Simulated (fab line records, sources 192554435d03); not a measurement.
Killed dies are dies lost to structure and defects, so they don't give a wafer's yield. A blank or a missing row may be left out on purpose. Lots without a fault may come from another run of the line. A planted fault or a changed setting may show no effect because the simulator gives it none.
fab line records | flow n5_finfet
record lots=24 wafers=72 last_day=18
route steps=1938 shown SD_EPI_N@294 SD_ACTIVATION@330 SDB@360 DUMMY_REMOVAL@378
lots that met no fault: from a run of the same line without faults
start_h: hours from the record's first day to the start of the lot's first wafer shown | wait_h: hours since the lot's step before | " the same as in the row above | L1.1+2: a row that stands for several wafers | - no value, or no start given | * or withheld: withheld | < > ~ a bound
route shown NAME@n: a module of which the file shows steps, and the number in the route of the first | usual: mean/standard deviation of fault-free wafers | same: alike in all rows | chamber/n: place in a boat | sites: the reading at each site | _std_site: their standard deviation | _edge_site: outer sites' mean less inner sites' | radius_mm: how far each site lies from the wafer's centre | mask NAME#n: copy n | behind: the tool/chamber that last shaped the wafer | hold: why the lot was held/for how many hours/how that ended | device: the transistor (n, p or np) that didn't switch | end of line: the same wafers' tests at the end of the route | a step without rows: its recipe alone | killed: dies lost to structure and defects at the first sort, not the wafer's yield | map: a wafer's dies, x killed, . not, _ none there
set.NAME: the setting as run; set.NAME@STEP: as run at that earlier step | model.NAME: the simulator's own value behind a step, which no gauge read
steps of the route over a sample of lots; a table a step, a row a wafer
services: from which hour (start_h, from the record's first day; less than 0 if before it) a tool's chamber was out of use, for how many hours, and why
## steps
# step N5_SD_EPI_N_INSPECT_26
# recipe inspect_instrument=darkfield mode=post_epi
# usual raw_defect_count=206/46
# columns lot.wafer tool chamber start_h wait_h raw_defect_count
L074.4 defect_inspect-01 - 54.93 0.1 305
L074.5 " - " " 257
L074.6 " - " " 181
L075.2 defect_inspect-01 - 62.50 0.1 244
L075.3 " - " " 253
L075.4 " - " " 232
L076.2 defect_inspect-01 - 64.67 0.1 229
L076.3 " - " " 188
L076.6 " - " " 217
L077.1 defect_inspect-01 - 72.95 0.1 172
L077.2 " - " " 163
L077.4 " - " " 165
L078.1 defect_inspect-01 - 81.31 0.1 206
L078.2 " - " " 226
L078.4 " - " " 195
L079.1 defect_inspect-01 - 84.12 0.1 121
L079.4 " - " " 149
L079.5 " - " " 193
L080.2 defect_inspect-01 - 88.15 0.1 208
L080.4 " - " " 217
L080.5 " - " " 276
L081.3 defect_inspect-01 - 96.50 0.1 217
L081.5 " - " " 291
L081.6 " - " " 244
L082.2 defect_inspect-02 - 104.93 0.1 180
L082.3 " - " " 154
L082.6 " - " " 129
L083.3 defect_inspect-01 - 109.76 0.1 241
L083.4 " - " " 235
L083.5 " - " " 224
L084.4 defect_inspect-02 - 112.90 0.1 174
L084.5 " - " " 124
L084.6 " - " " 157
L085.3 defect_inspect-02 - 119.15 0.1 171
L085.5 " - " " 219
L085.6 " - " " 168
L086.1 defect_inspect-01 - 129.39 0.1 227
L086.3 " - " " 249
L086.5 " - " " 174
L087.1 defect_inspect-02 - 139.89 0.1 140
L087.3 " - " " 119
L087.4 " - " " 152
L088.2 defect_inspect-01 - 140.11 0.1 198
L088.3 " - " " 223
L088.6 " - " " 215
L089.1 defect_inspect-02 - 144.96 0.1 211
L089.2 " - " " 240
L089.4 " - " " 190
L090.3 defect_inspect-02 - 148.24 0.1 213
L090.4 " - " " 255
L090.5 " - " " 190
L091.1 defect_inspect-02 - 158.15 0.1 246
L091.3 " - " " 244
L091.6 " - " " 202
L092.3 defect_inspect-01 - 167.82 0.1 140
L092.4 " - " " 186
L092.5 " - " " 194
L093.1 defect_inspect-02 - 180.26 0.1 201
L093.4 " - " " 249
L093.6 " - " " 187
L094.1 defect_inspect-01 - 180.48 0.1 215
L094.5 " - " " 182
L094.6 " - " " 211
L095.3 defect_inspect-02 - 184.44 0.1 197
L095.4 " - " " 114
L095.5 " - " " 226
L096.1 defect_inspect-01 - 187.80 0.1 269
L096.3 " - " " 184
L096.6 " - " " 181
L097.1 defect_inspect-02 - 191.80 0.2 175
L097.2 " - " " 257
L097.4 " - " " 170
# step N5_SD_ACTIVATION_RTA_00
# recipe temp_c=975 time_s=0 ambient=N2 idle_temp_c=600 ramp_up_c_per_s=150 ramp_down_c_per_s=60 cool_to_c=600
# usual lamp_power_pct=8.96/0.053 lamp_zone_7_pct=9.351/0.027 wafer_temp_C_max=975.1/1.6
# same time_s=0
# columns lot.wafer tool chamber start_h wait_h lamp_power_pct lamp_zone_7_pct wafer_temp_C_max
L074.4 rtp_anneal-02 0 59.25 0.1 8.97 9.353 976.0
L074.5 " 0 " " 9.01 9.385 974.6
L074.6 " 0 " " 8.99 9.306 972.4
L075.2 rtp_anneal-01 0 68.72 0.1 8.99 9.354 977.1
L075.3 " 0 " " 8.96 9.329 975.8
L075.4 " 0 " " 8.88 9.330 973.0
L076.2 rtp_anneal-01 0 68.93 0.1 8.95 9.352 975.7
L076.3 " 0 " " 9.00 9.358 978.8
L076.6 " 0 " " 9.02 9.378 977.0
L077.1 rtp_anneal-01 0 77.17 0.1 8.88 9.343 974.1
L077.2 " 0 " " 8.93 9.345 972.3
L077.4 " 0 " " 9.00 9.355 973.6
L078.1 rtp_anneal-01 0 87.38 0.0 8.93 9.325 971.9
L078.2 " 0 " " 8.99 9.359 977.1
L078.4 " 0 " " 8.82 9.342 974.0
L079.1 rtp_anneal-01 0 88.29 0.0 8.98 9.350 973.2
L079.4 " 0 " " 8.92 9.330 976.3
L079.5 " 0 " " 8.95 9.352 975.1
L080.2 rtp_anneal-01 0 93.55 0.1 9.03 9.312 976.0
L080.4 " 0 " " 8.90 9.379 974.6
L080.5 " 0 " " 9.04 9.379 974.3
L081.3 rtp_anneal-01 0 101.57 0.1 8.99 9.331 975.2
L081.5 " 0 " " 9.04 9.356 974.3
L081.6 " 0 " " 9.04 9.366 975.4
L082.2 rtp_anneal-01 0 109.37 0.1 9.01 9.406 975.6
L082.3 " 0 " " 8.87 9.369 975.2
L082.6 " 0 " " 8.94 9.350 976.8
L083.3 rtp_anneal-02 0 114.11 0.1 8.87 9.356 972.4
L083.4 " 0 " " 8.88 9.343 974.3
L083.5 " 0 " " 8.97 9.334 972.9
L084.4 rtp_anneal-02 0 117.26 0.1 9.01 9.347 976.4
L084.5 " 0 " " 8.99 9.322 974.2
L084.6 " 0 " " 8.93 9.332 975.8
L085.3 rtp_anneal-02 0 123.50 0.1 8.93 9.387 974.0
L085.5 " 0 " " 8.84 9.298 975.0
L085.6 " 0 " " 8.93 9.345 971.7
L086.1 rtp_anneal-01 0 135.47 0.0 8.95 9.405 973.1
L086.3 " 0 " " 8.97 9.318 975.5
L086.5 " 0 " " 8.97 9.400 973.7
L087.1 rtp_anneal-01 0 144.18 0.0 8.95 9.327 976.6
L087.3 " 0 " " 8.96 9.366 975.8
L087.4 " 0 " " 8.98 9.334 973.9
L088.2 rtp_anneal-01 0 145.64 0.1 8.97 9.364 975.1
L088.3 " 0 " " 8.95 9.373 976.1
L088.6 " 0 " " 8.87 9.279 973.4
L089.1 rtp_anneal-02 0 150.08 0.2 8.94 9.355 976.6
L089.2 " 0 " " 8.93 9.320 977.8
L089.4 " 0 " " 9.01 9.353 974.8
L090.3 rtp_anneal-02 0 152.53 0.1 8.93 9.349 974.6
L090.4 " 0 " " 9.04 9.365 973.6
L090.5 " 0 " " 9.04 9.378 976.5
L091.1 rtp_anneal-01 0 162.32 0.1 9.14 9.311 974.5
L091.3 " 0 " " 8.95 9.337 974.9
L091.6 " 0 " " 8.98 9.345 978.7
L092.3 rtp_anneal-02 0 172.03 0.1 8.97 9.356 976.5
L092.4 " 0 " " 8.98 9.360 975.7
L092.5 " 0 " " 8.94 9.370 973.5
L093.1 rtp_anneal-02 0 184.54 0.0 9.01 9.340 976.8
L093.4 " 0 " " 8.94 9.294 974.7
L093.6 " 0 " " 8.81 9.320 972.6
L094.1 rtp_anneal-01 0 185.45 0.0 8.95 9.350 976.9
L094.5 " 0 " " 8.94 9.376 974.0
L094.6 " 0 " " 8.94 9.365 975.2
L095.3 rtp_anneal-01 0 188.91 0.1 8.90 9.328 977.2
L095.4 " 0 " " 8.96 9.332 975.0
L095.5 " 0 " " 8.94 9.348 974.4
L096.1 rtp_anneal-01 0 192.03 0.1 8.84 9.362 973.8
L096.3 " 0 " " 8.94 9.334 975.7
L096.6 " 0 " " 8.94 9.348 974.8
L097.1 rtp_anneal-02 0 198.26 0.0 9.02 9.295 974.1
L097.2 " 0 " " 9.02 9.326 974.4
L097.4 " 0 " " 8.98 9.398 974.3
# step N5_SDB_ETCH_17
# recipe chemistry=CF4 target=SiARC target_depth_a=234 mask_material=CAR-ArF time_s=39 ion_energy_ev=80 pressure_mtorr=40 source_w=545 bias_w=36 Ar_flow_sccm=100 cf4_flow_sccm=100 ends=cleared
# usual drypump_motor_current_A=5.7/0.52 etch_rf_on_time_s=39.3/0.84 oes_product_au=0.67/0.077 rf_vpp_V=184.7/1 showerhead_plenum_p_Torr=2.19/0.046 throttle_valve_pct=15.54/0.19
# columns lot.wafer tool chamber start_h wait_h drypump_motor_current_A etch_rf_on_time_s oes_product_au rf_hours_counter_h rf_vpp_V showerhead_plenum_p_Torr throttle_valve_pct
L074.4 rie_diel-01 2 70.95 0.0 5.8 40.1 0.59 212 186.2 2.19 15.43
L074.5 " 2 " " 5.9 39.6 0.60 - 184.2 2.19 15.42
L074.6 " 1 " " 6.0 39.4 0.67 - 185.3 2.24 15.37
L075.2 rie_diel-04 1 76.41 0.0 5.6 38.1 0.69 92 182.9 2.16 15.38
L075.3 " 0 " " 6.6 38.1 0.78 20 186.8 2.27 15.21
L075.4 " 2 " " 5.0 40.2 0.58 238 186.0 2.20 16.03
L076.2 rie_diel-04 3 76.95 0.0 4.9 38.6 0.74 55 182.4 2.09 15.57
L076.3 " 0 " " 6.7 37.7 0.79 20 184.5 2.27 15.23
L076.6 " 0 " " 6.7 37.5 0.79 - 186.3 2.27 15.20
L077.1 rie_diel-04 1 84.83 0.0 5.6 38.4 0.69 96 183.9 2.16 15.39
L077.2 " 0 " " 6.7 38.2 0.78 24 185.6 2.27 15.22
L077.4 " 2 " " 5.0 40.2 0.58 242 185.0 2.20 16.03
L078.1 rie_diel-01 1 95.24 0.0 6.1 40.2 0.66 114 185.3 2.23 15.38
L078.2 " 0 " " 5.5 39.6 0.59 218 184.1 2.20 15.71
L078.4 " 3 " " 5.7 39.7 0.78 15 183.9 2.18 15.64
L079.1 rie_diel-04 1 96.43 0.0 5.6 38.5 0.69 100 183.1 2.16 15.38
L079.4 " 3 " " 4.9 38.8 0.73 62 184.0 2.09 15.61
L079.5 " 0 " " 6.7 38.2 0.78 - 185.8 2.27 15.22
L080.2 rie_diel-04 3 101.11 0.0 4.9 38.7 0.74 63 184.6 2.09 15.61
L080.4 " 1 " " 5.6 38.7 0.68 100 183.8 2.16 15.40
L080.5 " 1 " " 5.6 38.9 0.68 - 185.3 2.16 15.41
L081.3 rie_diel-05 3 109.71 0.0 6.1 39.6 0.62 174 185.0 2.22 15.60
L081.5 " 3 " " 6.1 39.0 0.62 - 184.9 2.22 15.59
L081.6 " 2 " " 5.9 40.7 0.62 - 185.9 2.22 15.36
L082.2 rie_diel-01 1 116.95 0.0 6.1 39.8 0.66 119 184.7 2.23 15.38
L082.3 " 0 " " 5.5 40.0 0.59 225 183.6 2.20 15.72
L082.6 " 2 " " 5.9 40.3 0.59 - 186.1 2.19 15.45
L083.3 rie_diel-05 2 124.79 0.0 5.9 39.6 0.63 192 185.5 2.21 15.38
L083.4 " 3 " " 6.1 38.8 0.61 180 186.2 2.21 15.61
L083.5 " 1 " " 6.1 40.1 0.60 - 186.0 2.22 15.72
L084.4 rie_diel-05 1 127.45 0.0 6.1 40.2 0.60 179 185.5 2.22 15.74
L084.5 " 1 " " 6.0 39.7 0.59 - 185.1 2.22 15.73
L084.6 " 0 " " 5.6 38.7 0.67 - 184.5 2.22 15.57
L085.3 rie_diel-04 0 134.37 0.0 6.7 38.0 0.76 37 186.1 2.26 15.26
L085.5 " 1 " " 5.7 38.6 0.68 - 185.2 2.16 15.41
L085.6 " 2 " " 5.0 39.5 0.85 - 185.4 2.19 15.53
L086.1 rie_diel-04 0 142.94 0.0 6.7 38.2 0.76 41 186.8 2.26 15.25
L086.3 " 2 " " 4.9 40.1 0.81 4 185.4 2.19 15.53
L086.5 " 2 " " 5.0 39.8 0.82 - 184.7 2.19 15.55
L087.1 rie_diel-04 0 151.81 0.0 6.7 38.4 0.75 44 186.1 2.26 15.25
L087.3 " 2 " " 5.0 40.3 0.81 8 185.3 2.19 15.55
L087.4 " 3 " " 4.9 39.0 0.72 78 184.0 2.09 15.66
L088.2 rie_diel-01 0 153.41 0.0 5.5 39.1 0.60 233 184.4 2.20 15.73
L088.3 " 3 " " 5.7 38.5 0.77 29 185.1 2.18 15.67
L088.6 " 3 " " 5.7 38.4 0.77 - 184.7 2.18 15.66
L089.1 rie_diel-01 2 157.84 0.0 5.9 40.1 0.58 235 185.7 2.18 15.47
L089.2 " 3 " " 5.7 38.5 0.77 31 183.1 2.18 15.67
L089.4 " 1 " " 6.1 40.1 0.64 129 184.7 2.23 15.41
L090.3 rie_diel-04 0 160.54 0.0 6.7 38.2 0.74 48 183.9 2.26 15.27
L090.4 " 3 " " 4.9 39.1 0.71 - 182.9 2.08 15.65
L090.5 " 2 " " 5.0 40.0 0.80 - 182.9 2.19 15.56
L091.1 rie_diel-05 0 170.07 0.0 5.6 40.0 0.64 160 183.3 2.22 15.61
L091.3 " 2 " " 5.9 40.6 0.60 211 184.8 2.21 15.42
L091.6 " 0 " " 5.6 39.8 0.65 - 183.9 2.22 15.59
L092.3 rie_diel-05 2 180.75 0.0 5.9 40.2 0.61 214 184.5 2.21 15.42
L092.4 " 0 " " 5.6 39.3 0.65 163 183.9 2.22 15.61
L092.5 " 0 " " 5.6 39.2 0.65 - 184.7 2.22 15.61
L093.1 rie_diel-05 0 192.61 0.0 5.6 39.3 0.65 167 185.3 2.22 15.61
L093.4 " 1 " " 6.0 40.5 0.58 203 184.8 2.21 15.78
L093.6 " 2 " " 5.9 40.4 0.60 - 186.3 2.21 15.43
L094.1 rie_diel-05 3 193.57 0.0 6.1 39.6 0.60 203 184.8 2.21 15.65
L094.5 " 1 " " 6.1 40.1 0.58 - 186.1 2.21 15.77
L094.6 " 2 " " 5.9 40.3 0.61 - 183.9 2.21 15.40
L095.3 rie_diel-01 1 196.99 0.0 6.0 40.0 0.64 139 186.3 2.22 15.44
L095.4 " 0 " " 5.5 39.5 0.58 247 184.7 2.19 15.75
L095.5 " 0 " " 5.5 39.3 0.58 - 184.4 2.19 15.77
L096.1 rie_diel-04 1 199.55 0.0 5.7 38.3 0.67 126 184.8 2.15 15.45
L096.3 " 3 " " 4.9 38.6 0.70 97 184.3 2.08 15.67
L096.6 " 0 " " 6.7 38.1 0.73 - 184.7 2.26 15.30
L097.1 rie_diel-05 2 206.18 0.0 5.9 40.5 0.60 221 186.5 2.20 15.42
L097.2 " 0 " " 5.6 39.6 0.64 173 185.3 2.21 15.62
L097.4 " 1 " " 6.0 40.8 0.57 209 183.5 2.21 15.79
# step N5_SDB_ALD_29
# recipe material=SiNx target_thk_a=300 temp_c=400 ald_precursor_family=SiH2I2 ald_co_reactant=N2/H2-plasma pulse_time_s=1 ald_cycles=600 purge_time_s=2 co_reactant_purge_time_s=2 pressure_torr=2
# usual heater_power_w=849/48 precursor_pulse_height_rel=1.002/0.021
# same purge_time_s=2
# columns lot.wafer tool chamber start_h wait_h heater_power_w precursor_pulse_height_rel
L074.4 ald_sin-03 1 71.71 0.0 785 0.998
L074.5 " 2 73.06 1.4 741 1.005
L074.6 " 1 " " 782 1.018
L075.2 ald_sin-02 0 77.55 0.0 830 1.006
L075.3 " 1 " " 869 1.001
L075.4 " 3 " " 833 1.010
L076.2 ald_sin-03 3 77.71 0.0 860 0.990
L076.3 " 1 " " 771 1.002
L076.6 " 0 79.06 1.4 874 0.985
L077.1 ald_sin-04 3 85.70 0.1 913 1.020
L077.2 " 2 " " 843 1.020
L077.4 " 0 " " 874 1.026
L078.1 ald_sin-03 0 96.46 0.4 869 1.016
L078.2 " 2 " " 746 1.007
L078.4 " 1 " " 768 1.002
L079.1 ald_sin-04 3 98.18 1.0 910 0.985
L079.4 " 1 " " 844 1.005
L079.5 " 0 99.53 2.4 886 0.965
L080.2 ald_sin-04 0 102.21 0.1 917 1.010
L080.4 " 3 " " 882 1.002
L080.5 " 3 103.57 1.5 931 1.002
L081.3 ald_sin-02 0 110.94 0.0 833 0.996
L081.5 " 2 112.29 1.4 784 1.008
L081.6 " 3 " " 831 0.985
L082.2 ald_sin-02 3 117.71 0.0 821 0.972
L082.3 " 1 " " 815 1.016
L082.6 " 2 119.06 1.4 760 1.005
L083.3 ald_sin-03 3 129.53 0.0 863 1.007
L083.4 " 2 130.89 1.4 728 1.008
L083.5 " 1 " " 763 1.027
L084.4 ald_sin-04 3 133.66 0.0 922 1.027
L084.5 " 2 135.01 1.4 856 1.039
L084.6 " 1 " " 838 1.014
L085.3 ald_sin-02 2 138.96 0.0 767 1.000
L085.5 " 2 140.31 1.4 781 0.968
L085.6 " 1 " " 865 1.018
L086.1 ald_sin-04 2 143.69 0.0 875 0.950
L086.3 " 0 " " 896 1.020
L086.5 " 1 145.05 1.4 854 0.988
L087.1 ald_sin-04 1 152.99 0.3 878 0.975
L087.3 " 3 " " 911 1.021
L087.4 " 0 " " 879 1.004
L088.2 ald_sin-02 3 154.17 0.0 834 0.993
L088.3 " 0 " " 868 0.984
L088.6 " 0 155.52 1.4 846 0.966
L089.1 ald_sin-04 0 158.60 0.0 903 0.961
L089.2 " 1 " " 850 1.017
L089.4 " 3 " " 912 0.978
L090.3 ald_sin-04 1 161.31 0.0 865 1.005
L090.4 " 2 " " 848 0.959
L090.5 " 3 162.67 1.4 903 0.986
L091.1 ald_sin-02 0 170.86 0.0 855 0.975
L091.3 " 3 " " 832 0.998
L091.6 " 1 172.22 1.4 867 0.991
L092.3 ald_sin-04 1 182.60 1.1 829 0.988
L092.4 " 3 " " 913 1.024
L092.5 " 3 183.95 2.4 911 0.984
L093.1 ald_sin-04 0 193.84 0.0 892 1.022
L093.4 " 1 " " 861 0.984
L093.6 " 2 195.20 1.4 850 0.995
L094.1 ald_sin-02 1 195.06 0.7 873 0.966
L094.5 " 2 196.41 2.1 757 0.989
L094.6 " 1 " " 868 0.980
L095.3 ald_sin-03 0 198.31 0.5 877 1.012
L095.4 " 2 " " 746 0.974
L095.5 " 1 199.67 1.8 801 1.001
L096.1 ald_sin-04 2 200.35 0.0 846 0.977
L096.3 " 0 " " 879 1.031
L096.6 " 2 201.71 1.4 873 1.016
L097.1 ald_sin-02 2 206.98 0.0 764 1.042
L097.2 " 1 " " 842 0.981
L097.4 " 3 " " 838 1.018
# step N5_SDB_INSPECT_36
# recipe inspect_instrument=darkfield mode=post_cmp
# usual raw_defect_count=38/15
# columns lot.wafer tool chamber start_h wait_h raw_defect_count
L074.4 defect_inspect-01 - 74.77 0.0 51
L074.5 " - " " 38
L074.6 " - " " 22
L075.2 defect_inspect-01 - 80.60 0.0 24
L075.3 " - " " 28
L075.4 " - " " 35
L076.2 defect_inspect-01 - 80.76 0.0 47
L076.3 " - " " 32
L076.6 " - " " 41
L077.1 defect_inspect-02 - 88.75 0.0 62
L077.2 " - " " 52
L077.4 " - " " 66
L078.1 defect_inspect-01 - 99.52 0.0 77
L078.2 " - " " 46
L078.4 " - " " 61
L079.1 defect_inspect-02 - 101.25 0.0 16
L079.4 " - " " 10
L079.5 " - " " 30
L080.2 defect_inspect-02 - 105.27 0.0 24
L080.4 " - " " 34
L080.5 " - " " 17
L081.3 defect_inspect-01 - 114.00 0.0 51
L081.5 " - " " 16
L081.6 " - " " 67
L082.2 defect_inspect-02 - 120.76 0.0 31
L082.3 " - " " 33
L082.6 " - " " 45
L083.3 defect_inspect-02 - 132.59 0.0 50
L083.4 " - " " 37
L083.5 " - " " 32
L084.4 defect_inspect-02 - 136.71 0.0 28
L084.5 " - " " 46
L084.6 " - " " 12
L085.3 defect_inspect-01 - 142.02 0.0 70
L085.5 " - " " 79
L085.6 " - " " 42
L086.1 defect_inspect-02 - 146.76 0.0 35
L086.3 " - " " 56
L086.5 " - " " 31
L087.1 defect_inspect-01 - 156.04 0.0 22
L087.3 " - " " 57
L087.4 " - " " 23
L088.2 defect_inspect-02 - 157.22 0.0 17
L088.3 " - " " 31
L088.6 " - " " 14
L089.1 defect_inspect-02 - 161.65 0.0 51
L089.2 " - " " 49
L089.4 " - " " 22
L090.3 defect_inspect-02 - 164.37 0.0 30
L090.4 " - " " 19
L090.5 " - " " 22
L091.1 defect_inspect-01 - 173.92 0.0 18
L091.3 " - " " 21
L091.6 " - " " 22
L092.3 defect_inspect-01 - 185.65 0.0 49
L092.4 " - " " 55
L092.5 " - " " 42
L093.1 defect_inspect-01 - 196.90 0.0 64
L093.4 " - " " 34
L093.6 " - " " 53
L094.1 defect_inspect-01 - 198.11 0.0 32
L094.5 " - " " 38
L094.6 " - " " 29
L095.3 defect_inspect-01 - 201.37 0.0 32
L095.4 " - " " 66
L095.5 " - " " 37
L096.1 defect_inspect-02 - 203.41 0.0 49
L096.3 " - " " 54
L096.6 " - " " 55
L097.1 defect_inspect-01 - 210.04 0.0 17
L097.2 " - " " 22
L097.4 " - " " 43
# step N5_DUMMY_REMOVAL_STRIP_10
# recipe chemistry=N2/H2 time_s=40 power_w=100 temp_c=40 pressure_mtorr=100 rf_frequency_hz=6e+07 bias_power_w=3 n2_flow_sccm=300 h2_flow_sccm=300
# usual drypump_motor_current_A=5.7/0.34 h2_flow_sccm=299.9/0.92 oes_product_au=0.76/0.061 rf_vpp_V=45.5/0.87 showerhead_plenum_p_Torr=3.43/0.086 temp_c=40.00/0.11 throttle_valve_pct=12.29/0.18
# same time_s=40
# columns lot.wafer tool chamber start_h wait_h drypump_motor_current_A h2_flow_sccm oes_product_au rf_hours_counter_h rf_vpp_V showerhead_plenum_p_Torr temp_c throttle_valve_pct
L074.4 rie_diel-06 0 74.83 0.0 5.4 300.4 0.93 26 46.8 3.45 40.19 11.92
L074.5 " 0 " " 5.4 299.3 0.93 - 45.4 3.45 40.02 11.91
L074.6 " 1 " " 5.8 300.9 0.73 - 45.7 3.48 39.90 12.33
L075.2 rie_diel-02 1 80.67 0.0 6.1 298.4 0.80 115 44.8 3.42 40.11 11.90
L075.3 " 3 " " 5.6 298.9 0.73 197 46.4 3.48 40.04 12.21
L075.4 " 0 " " 6.6 299.4 0.72 190 44.4 3.24 39.83 12.44
L076.2 rie_diel-06 0 80.96 0.0 5.3 299.3 0.93 28 45.9 3.45 40.08 11.92
L076.3 " 3 " " 5.7 300.8 0.74 200 46.9 3.50 40.06 12.43
L076.6 " 0 " " 5.4 299.2 0.92 - 46.2 3.45 40.04 11.91
L077.1 rie_diel-02 2 88.92 0.0 5.2 298.4 0.76 126 44.8 3.52 39.86 12.35
L077.2 " 3 " " 5.6 299.4 0.72 200 45.2 3.47 40.20 12.21
L077.4 " 1 " " 6.0 299.8 0.79 117 45.2 3.42 39.96 11.90
L078.1 rie_diel-02 1 99.59 0.0 6.1 300.3 0.80 120 44.0 3.42 40.13 11.90
L078.2 " 3 " " 5.6 300.1 0.73 201 46.2 3.47 40.15 12.22
L078.4 " 0 " " 6.6 301.4 0.71 195 44.7 3.24 39.98 12.43
L079.1 rie_diel-06 3 101.44 0.0 5.7 300.7 0.73 206 45.9 3.50 40.02 12.46
L079.4 " 1 " " 5.8 298.8 0.73 205 46.1 3.48 40.16 12.37
L079.5 " 1 " " 5.8 298.9 0.72 - 45.0 3.48 39.79 12.35
L080.2 rie_diel-03 0 105.34 0.0 5.3 300.0 0.80 118 46.0 3.54 40.02 12.25
L080.4 " 3 " " 5.5 298.7 0.76 170 45.1 3.38 40.01 12.37
L080.5 " 0 " " 5.3 299.7 0.81 - 46.9 3.54 40.13 12.23
L081.3 rie_diel-06 2 114.06 0.0 6.1 299.1 0.79 127 46.8 3.52 39.93 12.28
L081.5 " 1 " " 5.8 298.4 0.72 - 45.4 3.47 40.17 12.36
L081.6 " 0 " " 5.4 299.7 0.90 - 45.0 3.44 40.09 11.96
L082.2 rie_diel-06 1 120.83 0.0 5.8 299.3 0.73 210 46.0 3.47 40.16 12.37
L082.3 " 0 " " 5.4 298.4 0.89 38 47.6 3.44 40.01 11.94
L082.6 " 3 " " 5.7 301.4 0.72 - 45.6 3.50 40.15 12.46
L083.3 rie_diel-02 1 132.66 0.0 6.1 300.5 0.79 128 45.1 3.41 40.13 11.94
L083.4 " 0 " " 6.6 301.3 0.72 204 42.7 3.23 39.81 12.46
L083.5 " 2 " " 5.1 300.4 0.77 - 45.5 3.51 39.98 12.37
L084.4 rie_diel-06 0 136.78 0.0 5.4 299.6 0.88 43 44.4 3.44 39.96 11.95
L084.5 " 0 " " 5.4 300.8 0.89 - 45.6 3.44 40.11 11.95
L084.6 " 3 " " 5.7 300.1 0.72 - 45.4 3.50 40.05 12.49
L085.3 rie_diel-06 0 142.08 0.0 5.3 298.7 0.89 44 45.9 3.44 39.88 11.96
L085.5 " 2 " " 6.1 299.0 0.79 - 45.4 3.52 39.86 12.30
L085.6 " 1 " " 5.8 299.0 0.73 - 45.8 3.47 39.95 12.38
L086.1 rie_diel-03 1 146.97 0.0 5.5 302.1 0.70 222 45.6 3.32 39.96 12.29
L086.3 " 2 " " 5.8 300.4 0.71 238 45.6 3.31 39.80 12.41
L086.5 " 1 " " 5.5 301.5 0.70 - 43.7 3.32 39.87 12.28
L087.1 rie_diel-06 0 156.11 0.0 5.4 300.5 0.89 47 45.0 3.44 40.23 11.98
L087.3 " 2 " " 6.1 299.4 0.77 138 44.6 3.52 39.99 12.33
L087.4 " 3 " " 5.7 300.0 0.72 218 44.9 3.49 40.02 12.49
L088.2 rie_diel-03 0 157.29 0.0 5.3 300.0 0.80 132 45.7 3.54 39.97 12.27
L088.3 " 2 " " 5.8 298.5 0.70 241 45.2 3.31 39.94 12.43
L088.6 " 1 " " 5.6 299.5 0.71 - 44.9 3.32 40.01 12.29
L089.1 rie_diel-02 0 161.72 0.0 6.6 299.3 0.71 211 45.4 3.23 40.03 12.49
L089.2 " 2 " " 5.1 299.5 0.77 145 45.2 3.50 40.01 12.40
L089.4 " 1 " " 6.1 299.3 0.78 136 44.8 3.41 39.86 11.95
L090.3 rie_diel-06 0 164.44 0.0 5.4 299.1 0.88 49 45.6 3.43 39.95 11.98
L090.4 " 3 " " 5.7 300.5 0.71 219 46.2 3.49 40.02 12.49
L090.5 " 0 " " 5.4 299.9 0.87 - 44.2 3.43 40.10 11.97
L091.1 rie_diel-03 0 173.98 0.0 5.3 299.7 0.79 137 46.2 3.53 40.22 12.28
L091.3 " 3 " " 5.6 301.6 0.74 189 44.3 3.37 40.24 12.43
L091.6 " 3 " " 5.6 299.2 0.74 - 45.1 3.37 40.10 12.41
L092.3 rie_diel-02 1 185.72 0.0 6.0 299.8 0.78 144 46.9 3.40 40.01 11.97
L092.4 " 0 " " 6.6 300.4 0.70 218 45.1 3.22 39.94 12.50
L092.5 " 2 " " 5.1 299.0 0.75 - 44.5 3.50 39.84 12.40
L093.1 rie_diel-03 0 196.97 0.0 5.3 301.2 0.79 145 46.6 3.53 40.16 12.30
L093.4 " 3 " " 5.5 299.5 0.74 - 45.3 3.37 40.08 12.42
L093.6 " 0 " " 5.3 300.1 0.79 - 44.6 3.53 39.98 12.31
L094.1 rie_diel-06 3 198.18 0.0 5.7 298.0 0.71 228 45.1 3.49 40.03 12.50
L094.5 " 0 " " 5.4 299.5 0.87 - 45.5 3.43 39.89 11.99
L094.6 " 3 " " 5.7 299.3 0.71 - 47.2 3.49 40.01 12.52
L095.3 rie_diel-03 1 201.44 0.0 5.5 300.1 0.69 240 46.0 3.31 40.06 12.32
L095.4 " 3 " " 5.6 299.7 0.74 - 45.4 3.37 40.02 12.43
L095.5 " 1 " " 5.5 301.1 0.68 - 46.2 3.31 39.92 12.34
L096.1 rie_diel-03 1 203.69 0.0 5.6 299.4 0.69 241 44.5 3.31 39.95 12.33
L096.3 " 0 " " 5.3 300.9 0.78 149 45.8 3.53 40.16 12.32
L096.6 " 0 " " 5.3 300.7 0.78 - 45.4 3.53 40.09 12.32
L097.1 rie_diel-03 0 210.11 0.0 5.3 300.5 0.78 151 45.1 3.53 39.97 12.31
L097.2 " 1 " " 5.6 300.2 0.69 244 45.7 3.31 40.26 12.36
L097.4 " 1 " " 5.5 299.2 0.70 - 46.0 3.31 40.18 12.35
## services
# columns tool chamber start_h hours kind
ald_sin-03 3 38.16 1.4 repair
rie_diel-03 2 51.47 3.0 repair
ald_sin-02 0 53.81 3.1 repair
rie_diel-03 0 60.76 2.5 repair
ald_sin-04 - 64.44 0.4 repair
rie_diel-03 - 70.55 0.5 repair
rie_diel-03 - 75.57 0.7 repair
ald_sin-02 - 86.04 14.0 pm
rie_diel-01 2 92.18 1.8 repair
rie_diel-02 - 93.02 4.3 pm
rie_diel-05 1 94.47 6.9 repair
rie_diel-04 2 110.55 - clean
rie_diel-04 2 110.55 - consumable_replace:focus_ring
rie_diel-04 2 110.55 21.2 scheduled_down
rie_diel-04 - 119.05 14.6 pm
rie_diel-01 - 122.14 14.6 pm
rie_diel-06 3 122.88 4.4 repair
rie_diel-05 3 143.24 5.5 repair
rie_diel-05 - 156.81 0.4 repair
rie_diel-04 1 158.29 13.6 repair
rie_diel-01 1 172.75 9.3 repair
ald_sin-03 - 179.88 2.8 pm
rie_diel-05 2 195.63 4.7 repair
rie_diel-06 2 205.55 5.7 repair
## key
fault none
